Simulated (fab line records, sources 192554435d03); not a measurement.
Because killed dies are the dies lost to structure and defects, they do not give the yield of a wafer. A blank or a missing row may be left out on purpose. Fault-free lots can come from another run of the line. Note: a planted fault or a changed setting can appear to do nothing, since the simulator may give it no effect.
Matching of chambers	flow n5 finfet	N5_GATE_CUT_DESCUM_18 on rie diel-03: 4 sister chambers
The step chemistry O2, time 7 s. 4 wafers are shown with their chamber, then 11 later ones without.

## EACH WAFER AND ITS CHAMBER
wafer	chamber	drypump motor current A (A)
L083.5	0	5.9
L090.1	2	5.1
L090.6	1	6.1
L091.1	3	5.4

## WAFERS WITH NO CHAMBER GIVEN
wafer	drypump motor current A (A)
L091.3	6.1
L091.4	5.4
L092.2	5.4
L092.4	5.1
L092.6	6.1
L094.2	5.9
L094.3	6.1
L094.5	6.1
L097.2	5.0
L097.3	5.4
L097.6	6.1

## WHICH CHAMBER EACH WENT THROUGH
wafer	from the rows above	in truth
L091.3	1	1
L091.4	3	3
L092.2	3	3
L092.4	2	2
L092.6	1	1
L094.2	0	0
L094.3	1	1
L094.5	1	1
L097.2	2	2
L097.3	3	3
L097.6	1	1
Correctly placed: 11 of 11. Can't be placed from these rows: 0. 0 placed wrongly.
How it was worked out, from the rows above alone: a wafer's distance from a chamber is the root of the sum, over the readings, of the square of ((its reading less the chamber's mean) divided by the reading's scatter). If the next closest chamber is less than 2 further off than the closest, the wafer can't be placed; otherwise it belongs to the closest. A chamber's mean is the mean of its shown wafers. The scatter (one wafer shown for each chamber): square how far every hidden wafer sits from the nearest shown wafer, average those squares and take the square root.
